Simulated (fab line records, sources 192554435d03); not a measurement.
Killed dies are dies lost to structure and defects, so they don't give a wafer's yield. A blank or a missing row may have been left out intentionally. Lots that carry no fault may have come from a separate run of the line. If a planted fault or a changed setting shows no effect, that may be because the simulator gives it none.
A struck lot beside a sound one | flow n5 finfet | 14 steps out of a route of 1938
Sound: the wafers L625.1, L625.3, L625.5. Struck: wafers L612.1, L612.2, L612.4. The cause is given at the end.
At each step with rows: each side's tool, then ch and its chambers, then its first start. Under that, the readings that differ: sound wafers | struck wafers | difference of the means | sigmas: that difference in standard deviations of wafers without a fault.
alike: same words and numbers on both sides, and readings whose means sit less than 2 such deviations apart. not compared: any withheld reading, any reading some wafer has no value for, any bound like >300 that may hide the same value, and any number with overlapping values for which the record gives no deviation.
Wherever a step has rows on one side only, a row that says differs or no value, or a row with sigmas, the two part there. Numbers that have no deviation but don't overlap get no sigmas and don't part them. Lack of a reading on every wafer of one side parts them only where that side has two or more wafers.

first, 1 step without rows for these wafers: N5_ILD0_PRECLEAN_10 (cleans in NF3:NH3, afs cycles 5, time 20 s, sublimation time 60 s).
N5_ILD0_ALD_15: deposits SiNx, target thk 24 nm, pulse time 1 s, ald cycles 480.
  sound on ald sin-02 ch 0,3, day 8 09:55; struck on ald sin-01 ch 0,2,3, day 5 02:39
  alike: heater power outer w, heater power w, precursor pulse height rel
N5_ILD0_CMP_12: polishes SiNx, stops on poly-Si, t overpolish 6 s, target thk 17.67 nm.
  sound on cmp-03 ch 0,1,2, day 8 12:11; struck on cmp-01 ch 1,2,3, day 5 04:51
  alike: motor current A, overpolish run s, time to endpoint s
N5_ILD0_THK_MEAS_13:
  sound on film metro-02, day 8 12:24; struck on film metro-01, day 5 05:08
  alike: thk nm
N5_ILD0_INSPECT_06: inspects for defects (darkfield).
  sound on defect inspect-02, day 8 12:26; struck on defect inspect-02, day 5 05:10
  alike: raw defect count
N5_SDB_HM_DEP_00: deposits SiNx from SiH4/NH3/N2, target thk 40 nm, time 35.3 s.
  sound on pecvd-02 ch 0,2, day 8 12:28; struck on pecvd-04 ch 0,1, day 5 05:13
  alike: heater power outer w, heater power w, showerhead plenum p Torr, throttle valve pct
then, 6 steps without rows for these wafers: N5_SDB_COAT_03 (time 60 s, resist thk 100 nm); N5_SDB_COAT_04 (time 60 s, resist thk 18 nm); N5_SDB_COAT_05 (resist thk 90 nm); N5_SDB_EBR_07; N5_SDB_SOFTBAKE_06 (time 60 s); N5_SDB_EXPOSE_08 (exposes mask SDB).
N5_SDB_PEB_09: peb time 60 s.
  struck on litho track-01, day 5 05:35; sound on litho track-01 ch 0, day 8 12:43
  no value came back on the struck wafers for chill plate temp C (C), exhaust pa (Pa), peb time s (s); on the sound wafers chill plate temp C (C) reads 23.01 22.89 23.02
then, 1 step without rows for these wafers: N5_SDB_DEVELOP_10 (develop time 30 s).

WHERE THEY PART
Only at N5_SDB_PEB_09, within this record.

WHY: what the simulator had put in
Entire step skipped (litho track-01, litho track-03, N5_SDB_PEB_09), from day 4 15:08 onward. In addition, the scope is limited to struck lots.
